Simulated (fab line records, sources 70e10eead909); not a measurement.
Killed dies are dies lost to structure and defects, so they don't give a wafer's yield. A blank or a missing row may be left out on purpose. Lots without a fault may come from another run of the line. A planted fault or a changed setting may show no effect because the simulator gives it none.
Chamber matching | flow nand_harc | NHARC_P_M1_PRE_CLEAN_32 on pecvd-02: 3 sister chambers
The step time 12 s. 27 wafers are shown with their chamber, then 12 later ones without.

WAFERS WITH THEIR CHAMBER
wafer  | chamber | heater_power_w (W)
L074.2 | 2       | 556
L074.4 | 0       | 684
L074.6 | 2       | 558
L076.4 | 2       | 494
L076.5 | 1       | 624
L076.6 | 0       | 625
L078.2 | 0       | 657
L078.4 | 2       | 572
L078.5 | 1       | 571
L077.1 | 1       | 625
L077.3 | 2       | 507
L077.5 | 1       | 618
L081.1 | 2       | 547
L081.3 | 1       | 659
L081.6 | 1       | 673
L082.1 | 1       | 596
L082.2 | 2       | 580
L082.4 | 1       | 589
L083.1 | 1       | 697
L083.2 | 2       | 516
L083.3 | 0       | 647
L085.1 | 0       | 661
L085.2 | 1       | 653
L085.5 | 1       | 653
L086.3 | 1       | 670
L086.4 | 0       | 621
L086.5 | 1       | 703

SIGNATURES (means of the wafers above)
reading        | chamber 0 | chamber 1 | chamber 2 | scatter within a chamber
heater_power_w | 649.17    | 640.85    | 541.25    | 35.3
Rule: a wafer's distance from a chamber is the root of the sum, over the readings, of the square of ((its reading less the chamber's mean) divided by the reading's scatter). The wafer belongs to the nearest chamber; if the next one is less than 2 further off, it can't be placed. The scatter: the root of (the sum of the squares of (reading less its chamber's mean) over the shown wafers, divided by (wafers less chambers)).

WAFERS WITHOUT THEIR CHAMBER
wafer  | heater_power_w (W)
L087.1 | 545
L087.2 | 631
L087.6 | 669
L090.1 | 490
L090.5 | 488
L090.6 | 572
L091.1 | 569
L091.4 | 625
L091.5 | 568
L093.2 | 581
L093.3 | 701
L093.6 | 688

WHICH CHAMBER EACH WENT THROUGH
wafer  | from the rows above          | in truth
L087.1 | 2                            | 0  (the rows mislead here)
L087.2 | can't be placed: 1 or 0      | 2
L087.6 | can't be placed: 0 or 1      | 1
L090.1 | 2                            | 2
L090.5 | 2                            | 2
L090.6 | can't be placed: 2 or 1 or 0 | 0
L091.1 | can't be placed: 2 or 1 or 0 | 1
L091.4 | can't be placed: 1 or 0 or 2 | 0
L091.5 | can't be placed: 2 or 1 or 0 | 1
L093.2 | can't be placed: 2 or 1 or 0 | 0
L093.3 | can't be placed: 0 or 1      | 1
L093.6 | can't be placed: 0 or 1      | 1
Placed correctly: 2 of 12. Can't be placed from these rows: 9 (the true chamber is among the candidates in 8). Placed wrongly: 1.
